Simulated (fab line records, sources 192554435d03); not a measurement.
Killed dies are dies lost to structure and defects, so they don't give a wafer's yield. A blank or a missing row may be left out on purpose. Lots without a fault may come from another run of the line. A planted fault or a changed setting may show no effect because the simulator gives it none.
One fault seen from 2 desks | flow n5_finfet | each desk has only its own numbers; what lay behind them comes last

THE METROLOGY DESK
What the gauges read, lot by lot, whatever tool the lot ran on: means of the sampled wafers that have a number. A lot is out of limits, marked OUT, if its mean lies more than 4 standard deviations from the usual mean; the brackets give that distance.
Columns: A = PASS_OPEN_OVL at N5_PASSIVATION_OVL_MEAS_66, usual -1 nm
lot  | first seen here | A
L330 | day 12 05:29    | 4
L331 | day 12 20:20    | -0
L333 | day 13 01:32    | 1
L334 | day 13 06:10    | 2
L335 | day 14 08:53    | -1
L338 | day 14 12:37    | 0
L339 | day 14 16:44    | -2
L336 | day 14 18:15    | -1
L340 | day 15 07:56    | -2
L341 | day 15 08:49    | -9
L343 | day 15 12:31    | 1
L345 | day 16 11:56    | 4
L348 | day 17 00:01    | -0
L349 | day 17 05:00    | 1
This desk's finding: nothing out of limits on any of the 14 lots.

THE TOOL OWNER'S DESK: ald_metal-03
The tool's own readings at N5_BEOL_M7_ALD_77 (deposits TaN, target thk 2 nm, pulse time 2 s, purge time 3 s): means of the sampled wafers that have a number, for each lot that ran on this tool. A lot is out of limits, marked OUT, if its mean lies more than 4 standard deviations from the usual mean; the brackets give that distance.
Columns: A = heater_power_w at N5_BEOL_M7_ALD_77, usual 420 W
lot  | first seen here | A
L331 | day 9 15:26     | 439
L336 | day 10 18:56    | 414
L339 | day 11 08:49    | 412
L341 | day 11 17:17    | 404
L345 | day 13 06:43    | 412
L349 | day 14 09:54    | 436
This desk's finding: nothing out of limits on any of the 6 lots.

PUT TOGETHER
The metrology desk saw nothing out of limits.
The tool owner's desk saw nothing out of limits.

WHAT THE SIMULATOR HAD PUT IN
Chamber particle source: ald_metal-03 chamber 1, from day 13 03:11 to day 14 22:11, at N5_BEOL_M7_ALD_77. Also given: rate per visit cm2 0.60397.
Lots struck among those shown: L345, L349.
